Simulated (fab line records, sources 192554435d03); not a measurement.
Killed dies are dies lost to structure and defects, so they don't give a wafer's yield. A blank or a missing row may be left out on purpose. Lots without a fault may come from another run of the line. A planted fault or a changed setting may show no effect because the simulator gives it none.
Split-lot experiment | flow n5_finfet | 7 lots, 39 wafers read, on a route of 1938 steps

THE SPLIT
At N5_BEOL_M4_ETCH_64 (etches SOC in N2/H2, target depth 75 nm, overetch 22.5 nm, time 121.9 s), the setting target_depth_a was moved away from the recipe's 750 angstrom on 12 of the 39 wafers read, by -30.5% to +25.8%. The other wafers ran this setting at the recipe's value.

The reading is taken at the split's own step.

THE READING
SiARC_of_BEOL_M4_COAT_62.thk_nm (the simulator's own value, which no gauge read), in nm, at N5_BEOL_M4_ETCH_64 (etches SOC in N2/H2, target depth 75 nm, overetch 22.5 nm, time 121.9 s). The file gives no usual value for it. The 27 wafers here that ran the recipe average 6.3 nm, standard deviation 0.18 nm.

wafer  | tool, chamber at the split | target_depth_a as run, angstrom | against the recipe | SiARC_of_BEOL_M4_COAT_62.thk_nm, nm | against lot-mates on the recipe
L075.1 | rie_diel-05, 0,3,3         | 750                             | recipe             | 6.4                                 | -
L075.4 | rie_diel-05, 0,3,3         | 750                             | recipe             | 6.4                                 | -
L075.6 | rie_diel-05, 0,3,3         | 750                             | recipe             | 6.4                                 | -
L075.2 | rie_diel-05, 2,1           | 750                             | recipe             | 6.2                                 | -
L075.3 | rie_diel-05, 2,1           | 750                             | recipe             | 6.2                                 | -
L075.5 | rie_diel-05, 0             | 750                             | recipe             | 6.6                                 | -
L077.1 | rie_diel-05, 2             | 750                             | recipe             | 6                                   | -
L077.2 | rie_diel-05, 0             | 750                             | recipe             | 6.6                                 | -
L077.3 | rie_diel-05, 1             | 750                             | recipe             | 6.2                                 | -
L077.5 | rie_diel-05, 1             | 750                             | recipe             | 6.2                                 | -
L077.4 | rie_diel-05, 3,0           | 750                             | recipe             | 6.4                                 | -
L077.6 | rie_diel-05, 3,0           | 750                             | recipe             | 6.4                                 | -
L078.1 | rie_diel-01, 3             | 750                             | recipe             | 6.4                                 | -
L078.2 | rie_diel-01, 1,0           | 943.2                           | +25.8%             | 5.2                                 | -1.0
L078.3 | rie_diel-01, 1,0           | 943.2                           | +25.8%             | 5.2                                 | -1.0
L078.4 | rie_diel-01, 2             | 943.2                           | +25.8%             | 4.8                                 | -1.4
L078.5 | rie_diel-01, 1             | 750                             | recipe             | 6.2                                 | -
L078.6 | rie_diel-01, 2             | 750                             | recipe             | 6                                   | -
L086.1 | rie_diel-01, 0             | 750                             | recipe             | 6.4                                 | -
L086.2 | rie_diel-01, 3             | 750                             | recipe             | 6.2                                 | -
L086.6 | rie_diel-01, 3             | 750                             | recipe             | 6.2                                 | -
L086.3 | rie_diel-01, 2             | 521.5                           | -30.5%             | 7.2                                 | +0.9
L086.5 | rie_diel-01, 2             | 521.5                           | -30.5%             | 7.2                                 | +0.9
L086.4 | rie_diel-01, 1             | 521.5                           | -30.5%             | 7.4                                 | +1.1
L089.1 | rie_diel-01, 0             | 750                             | recipe             | 6.6                                 | -
L089.2 | rie_diel-01, 1             | 750                             | recipe             | 6.2                                 | -
L089.6 | rie_diel-01, 3             | 750                             | recipe             | 6.4                                 | -
L090.1 | rie_diel-06, 0             | 750                             | recipe             | 6.4                                 | -
L090.2 | rie_diel-06, 1             | 750                             | recipe             | 6.6                                 | -
L090.3 | rie_diel-06, 2             | 546.4                           | -27.1%             | 7.6                                 | +1.2
L090.4 | rie_diel-06, 3,2           | 546.4                           | -27.1%             | 7.4                                 | +1.0
L090.6 | rie_diel-06, 3,2           | 546.4                           | -27.1%             | 7.4                                 | +1.0
L090.5 | rie_diel-06, 3             | 750                             | recipe             | 6.2                                 | -
L094.1 | rie_diel-06, 0             | 927.2                           | +23.6%             | 5.2                                 | -0.9
L094.5 | rie_diel-06, 0             | 927.2                           | +23.6%             | 5.2                                 | -0.9
L094.2 | rie_diel-06, 2             | 750                             | recipe             | 6.2                                 | -
L094.4 | rie_diel-06, 2             | 750                             | recipe             | 6.2                                 | -
L094.3 | rie_diel-06, 3             | 750                             | recipe             | 6                                   | -
L094.6 | rie_diel-06, 3             | 927.2                           | +23.6%             | 4.8                                 | -1.3
Where a row lists several chambers, the file gives one row for several wafers and doesn't say which wafer went through which chamber.

THE FIT
A straight line over all 39 wafers: SiARC_of_BEOL_M4_COAT_62.thk_nm changes by -0.0424 nm for each +1% of target_depth_a; r = -0.95; the points scatter about the line by 0.2 nm.
The same after taking each lot's own level away (the mean of its wafers on the recipe; 39 wafers): -0.0395 nm for each +1%; r = -0.96; scatter 0.17 nm.
On that fit, the largest move of target_depth_a shifts the reading by 1.2 nm.
The lots' own levels span 6.13 to 6.40 nm, that is 1.5 times the standard deviation above.
So the lot-to-lot level changes the slope little: the two slopes agree.
Check: with one of the wafers moved furthest among these (-30.5%) left out of the fit, the line predicts +1.2 nm for it against its lot-mates. It came out at +0.933 nm against them.

OTHER SPLITS ON THESE WAFERS
These wafers also went through other splits before the reading. Each is held against what the fit with the lots' levels taken away leaves over:
other split on the same wafers           | wafers away from the commonest value | r with SiARC_of_BEOL_M4_COAT_62.thk_nm (lot level and that fit taken away)
N5_MOL_CONTACT_COAG_CVD_140 target_thk_a | 12                                   | +0.09
N5_BEOL_M1_TRENCH_ETCH_37 time_s         | 15                                   | -0.02
N5_BEOL_M2_CVD_47 target_thk_a           | 12                                   | +0.22

THE FILE'S OWN FIT
SiARC_of_BEOL_M4_COAT_62.thk_nm changes by -0.0394 nm for each +1% of target_depth_a, r = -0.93.
